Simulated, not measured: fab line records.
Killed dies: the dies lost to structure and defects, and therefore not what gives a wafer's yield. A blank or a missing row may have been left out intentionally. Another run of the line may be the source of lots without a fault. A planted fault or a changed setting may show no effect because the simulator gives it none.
fab line records | flow n5Finfet
[record] lots = 5 wafers = 14 lastDay = 18
route steps=1938 shown DUMMY_GATE@216 BEOL_M4@1111
lots that met no fault: taken from a fault-free run of the same line
startH: hours from the record's first day to the start of the lot's first wafer shown | waitH: time in hours since the lot's previous step | " same as the row above | L1.1+2: a single row standing in for several wafers | - no value, or no start given | * or withheld: withheld | < > ~ a bound
route shown NAME@n: a module of which the file shows steps, and the number in the route of the first | usual: mean/standard deviation of fault-free wafers | same: alike in all rows | chamber/n: place in a boat | sites: readings site by site | _std_site: standard deviation across them | _edge_site: inner sites' mean taken away from outer sites' mean | radiusMm: how far each site lies from the wafer's centre | mask NAME#n: copy n | behind: the last tool/chamber to shape the wafer | hold: what put the lot on hold/how long, in hours/how the hold closed | device: whichever transistor did not switch (one of n, p or np) | end of line: tests run on the same wafers once the route is complete | for a step that has no rows: nothing shown but its recipe | killed: at the first sort, the dies lost to defects and structure; wafer yield is something else | map: dies across one wafer; x = killed, . = not, _ = none there
set.NAME: the setting that was run; set.NAME@STEP: the one run at that earlier step | model.NAME: the simulator's own value behind a step, which no gauge read
certain route steps with their lots: each step a table, each wafer a row
services: when a tool's chamber went out of use (startH, in hours from the record's first day, below 0 if earlier), for how many hours, and the reason
[[steps]]
[step N5_DUMMY_GATE_PRECLEAN_46]
[recipe] chemistry = DIW timeS = 89.5 tempC = 23
[step N5_DUMMY_GATE_SRD_47]
[recipe] dryTimeS = 32 dry = n2Spin spinRpm = 1500
[step N5_DUMMY_GATE_CMP_04]
[recipe] material = a-Si postCmpClean = alkalineBrush
[usual] motorCurrentA = 10.2/0.8 timeToEndpointS = 13.4/2.2
// columns lot.wafer tool chamber startH waitH motorCurrentA timeToEndpointS
L887.4 cmp-04 3 43.14 0.0 9.9 17.2
L887.6 " 3 " " 9.7 16.8
L887.5 " 0 " " 10.0 16.0
L891.4 cmp-01 0 65.23 0.0 8.8 13.5
L891.3 " 2 " " 9.7 13.7
L891.1 " 3 " " 8.8 14.6
L897.4 cmp-01 0 105.06 0.1 9.4 14.6
L897.3 " 1 " " 10.7 13.3
L897.6 " 3 " " 8.5 16.7
L905.2 cmp-03 0 149.37 0.0 11.3 12.5
L905.4 " 3 " " 9.8 10.6
L905.6 " 0 " " 10.5 14.3
L909.4 cmp-04 0 172.37 0.1 9.6 10.6
L909.5 " 2 " " 11.1 10.7
[step N5_DUMMY_GATE_THK_MEAS_05]
[usual] thkNm = 71.8/0.88
// columns lot.wafer tool chamber startH waitH thkNm
L887.4 filmMetro-01 - 43.38 0.2 72.6
L887.5 " - " " 72.7
L887.6 " - " " 72.1
L891.1 filmMetro-01 - 65.47 0.1 72.5
L891.3 " - " " 72.9
L891.4 " - " " 71.8
L897.3 filmMetro-02 - 105.27 0.1 71.2
L897.4 " - " " 73.2
L897.6 " - " " 72.5
L905.2 filmMetro-01 - 149.61 0.2 71.4
L905.4 " - " " 70.7
L905.6 " - " " 70.7
L909.4 filmMetro-01 - 172.52 0.1 71.8
L909.5 " - " " 72.5
[step N5_DUMMY_GATE_HM_DEP_06]
[recipe] material = SiNx targetThkA = 800 precursor = DCS/NH3 tempC = 700 pressureMtorr = 300 timeS = 5141
[step N5_DUMMY_GATE_PECVD_30]
[recipe] material = SiO2 targetThkA = 550 tempC = 400 precursor = TEOS/O2 pressureTorr = 6.5 rfW = withheld teosFlowSccm = withheld gas = O2 flowSccm = 2650 timeS = 10.8
[step N5_DUMMY_GATE_COAT_34]
[recipe] resist = SOC tempC = 250 timeS = 60 spinRpm = 1500 resistThkNm = 60
[step N5_DUMMY_GATE_COAT_35]
[recipe] resist = SiARC tempC = 220 timeS = 60 spinRpm = 1500 resistThkNm = 10
[step N5_DUMMY_GATE_COAT_28]
[recipe] resist = underlayer tempC = 205 timeS = 60 spinRpm = 1500 resistThkNm = 10
[step N5_DUMMY_GATE_COAT_09]
[recipe] resist = CAR-EUV spinRpm = 1500 resistThkNm = 30
[step N5_DUMMY_GATE_EBR_11]
[recipe] solvent = PGMEA ebrWidthMm = 1.5
[step N5_DUMMY_GATE_SOFTBAKE_10]
[recipe] tempC = 110 timeS = 60 resist = CAR-EUV
[step N5_DUMMY_GATE_EXPOSE_12]
[recipe] maskId = GATE na = 0.33 sourceShape = annular sigmaInner = 0.2 sigmaOuter = 0.6 polarization = unpolarized targetCdNm = 25 doseMj = 34
[usual] exposureDoseMJCm2 = 33.94/0.042
// columns lot.wafer tool chamber startH waitH mask exposureDoseMJCm2
L887.4 euvScanner-02 0 47.57 - GATE#0 34.01
L887.5 " 0 " " GATE#0 33.97
L887.6 " 0 " " GATE#0 33.97
L891.1 euvScanner-02 0 69.65 - GATE#0 34.02
L891.3 " 0 " " GATE#0 33.98
L891.4 " 0 " " GATE#0 33.97
L897.3 euvScanner-02 0 109.46 - GATE#0 33.92
L897.4 " 0 " " GATE#0 33.92
L897.6 " 0 " " GATE#0 33.97
L905.2 euvScanner-01 0 153.78 - GATE#0 33.96
L905.4 " 0 " " GATE#0 33.93
L905.6 " 0 " " GATE#0 33.88
L909.4 euvScanner-02 0 176.83 - GATE#0 33.74
L909.5 " 0 " " GATE#0 33.76
[step N5_DUMMY_GATE_PEB_13]
[recipe] pebTempC = 100 pebTimeS = 60 resist = CAR-EUV
[step N5_BEOL_M4_RC_MEAS_101]
[usual] DIBL_N = 35.9/1.3 DIBL_P = 35.9/1.5 IOFF_N = 0.152/0.023 IOFF_P = 0.204/0.027 ION_N = 673/9.2 ION_P = 462/6.7 SS_N = 71.4/0.48 SS_P = 73.2/0.55 VT_N = 250.3/2.6 VT_P = -250.6/3
// columns lot.wafer tool chamber startH waitH DIBL_N[mV/V] DIBL_P[mV/V] IOFF_N[nA/um] IOFF_P[nA/um] ION_N[uA/um] ION_P[uA/um] SS_N[mV/dec] SS_P[mV/dec] VT_N[mV] VT_P[mV]
L887.4 prober-02 0 181.34 0.5 34.9 35.1 0.116 0.169 656 455 70.1 72.4 253.4 -252.1
L887.5 " 0 " " 36.0 36.2 0.135 0.179 673 461 70.7 72.5 250.4 -250.8
L887.6 " 0 " " 35.3 35.1 0.119 0.165 660 456 70.4 72.5 255.4 -254.3
L891.1 prober-01 0 213.05 0.0 35.6 35.9 0.123 0.171 667 460 70.5 73.1 254.2 -253.6
L891.3 " 0 " " 36.8 37.1 0.144 0.203 658 457 70.9 73.4 252.0 -251.7
L891.4 " 0 " " 35.9 36.0 0.131 0.174 670 456 70.7 73.5 253.7 -253.1
L897.3 prober-02 0 248.27 0.6 37.8 37.5 0.194 0.215 682 459 71.8 73.4 248.2 -251.7
L897.4 " 0 " " 36.9 36.7 0.181 0.212 683 466 71.5 73.0 246.0 -252.6
L897.6 " 0 " " 38.6 38.7 0.214 0.243 680 460 71.8 73.5 245.5 -249.2
L905.2 prober-02 0 302.38 0.2 35.0 37.0 0.149 0.214 677 462 71.4 72.4 249.3 -249.2
L905.4 " 0 " " 36.0 37.6 0.170 0.232 686 473 71.8 73.5 249.0 -245.5
L905.6 " 0 " " 35.0 36.6 0.145 0.206 670 468 72.1 73.3 251.0 -251.0
L909.4 prober-01 0 332.40 0.5 37.5 35.3 0.147 0.211 659 459 71.9 73.7 252.8 -251.4
L909.5 " 0 " " 37.2 36.0 0.152 0.224 656 460 71.2 74.1 253.2 -251.5
[[services]]
// columns tool chamber startH hours kind
euvScanner-02 - 23.21 0.8 repair
euvScanner-01 - 45.94 4.6 pm
cmp-04 - 50.28 1.1 repair
cmp-04 - 52.95 4.0 pm
cmp-04 - 56.95 - consumableReplace:conditioner
cmp-04 - 56.95 - consumableReplace:pad
cmp-03 - 62.20 0.6 repair
euvScanner-02 - 62.54 1.0 pm
euvScanner-01 - 63.85 1.0 pm
cmp-04 - 72.88 3.9 repair
cmp-04 - 84.86 0.3 repair
cmp-04 - 87.41 1.7 repair
euvScanner-02 - 89.67 0.1 repair
euvScanner-02 0 90.60 - calibration
euvScanner-02 - 114.91 1.0 pm
euvScanner-01 - 120.00 1.0 pm
cmp-01 - 122.00 5.7 pm
euvScanner-01 0 129.20 - calibration
cmp-04 - 136.09 0.9 repair
euvScanner-02 - 146.36 4.6 pm
euvScanner-02 - 152.76 5.8 pm
cmp-03 - 156.16 4.0 pm
euvScanner-02 - 171.06 1.0 pm
euvScanner-01 - 176.19 1.0 pm
[[key]]
[firstSign] step = N5_DUMMY_GATE_EXPOSE_12 reading = exposureDoseMJCm2 direction = down sigmas = 4.6 usual = 33.94 struck = 33.75
effect none on later readings
metAt N5_DUMMY_GATE_EXPOSE_12
struckWafers L909.4,L909.5
[loopTrim] step = N5_DUMMY_GATE_EXPOSE_12 setting = dose lots = L909
onsetBetween 109.46 176.83
[fault] kind = processParameterDrift tool = euvScanner-02 chamber = - onsetH = 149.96 steps = N5_DUMMY_GATE_EXPOSE_12 channel = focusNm offset = 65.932 spreadByWafer = 0.3 shape = step endH = 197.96
// loopTrim: a control loop set the setting to another value than it would have without faults
